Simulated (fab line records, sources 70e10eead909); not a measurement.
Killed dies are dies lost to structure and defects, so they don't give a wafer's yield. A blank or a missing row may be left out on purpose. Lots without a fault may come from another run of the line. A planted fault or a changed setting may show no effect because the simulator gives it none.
Problem report in the 8D (eight disciplines) form, filled by code | flow nand_harc | the parts of the form that need people (team, actions taken, sign-off) are left out

1. THE PROBLEM
run_length_s at NHARC_A_BONDPAD_ETCH_34 reads a mean of 72.3 s on 4 wafers of 2 lots; wafers without a fault read 87.1 s with a standard deviation of 0.4. That is -37 standard deviations from the usual mean.
The step: etches the open film in N2/H2, target depth 60 nm, overetch 18 nm, time 65.91 s.
First seen on wafer L611.3, day 22 15:02, on rie_diel-04. The record holds 36 wafers of 12 lots with a number at this step. Rule for "out", or "out of limits": more than 4 standard deviations from the usual mean. The other wafers with a number count as sound.

2. WHAT IT IS AND WHAT IT IS NOT
question                    | is                             | is not
which readings at this step | run_length_s                   | drypump_motor_current_A, oes_product_au, rf_vpp_V, showerhead_plenum_p_Torr, throttle_valve_pct
which lots                  | L611, L612                     | L593, L596, L599, L600, L601, L606, L607, L613, L615, L616
which wafers of those lots  | L611.3, L611.5, L612.2, L612.6 | L611.1, L612.1
read on which tools         | rie_diel-04                    | rie_diel-03, rie_diel-08
when                        | from day 22 15:02              | up to then (22 sound wafers); but 10 sound wafers of L612, L613, L615, L616 came after

3. SUSPECTS, AND WHAT RULES EACH OUT
Counting: a tool at a process step up to the reading stays a suspect if it ran every lot that is out. Sound lots after the first of them don't rule it out here, since some wafers of a struck lot are sound.
- rie_diel-04 at NHARC_A_BONDPAD_ETCH_34 (etches the open film in N2/H2, target depth 60 nm, overetch 18 nm, time 65.91 s): kept. It ran every lot that is out, first L611 (day 22 15:02); its last sound lot up to then is L607 (day 21 05:20). Its own readings are out on those wafers: run_length_s.
- Within rie_diel-04 at NHARC_A_BONDPAD_ETCH_34: the wafers that are out ran in chamber 0; their sound lot-mates ran in chambers 1, 3.
Left after counting: rie_diel-04 at NHARC_A_BONDPAD_ETCH_34.

4. THE CAUSE (what the simulator had put in)
Process parameter drift: rie_diel-04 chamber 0, from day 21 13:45 on, at NHARC_A_BONDPAD_ETCH_34. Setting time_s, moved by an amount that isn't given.
Counting left only this tool.

5. THE CHAIN OF EFFECTS, in route order
Each row: a reading whose mean over the struck wafers that have a number lies more than 3 standard deviations from the usual. Only readings for which the record gives a usual standard deviation are gone through. hours: the time from each lot's start at the first step in this table that gives one to its start at this step, as a median over the lots. sigmas: the change in usual standard deviations.
hours | step                    | reading      | usual  | on struck wafers | change | sigmas
0     | NHARC_A_BONDPAD_ETCH_34 | run_length_s | 87.1 s | 72.3             | -14.8  | -37
The process steps in it:
- NHARC_A_BONDPAD_ETCH_34: etches the open film in N2/H2, target depth 60 nm, overetch 18 nm, time 65.91 s.

6. WHAT WOULD HAVE CAUGHT IT SOONER
In this record the first reading out of limits was taken at day 22 15:02, 25 hours after the fault began at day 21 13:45.
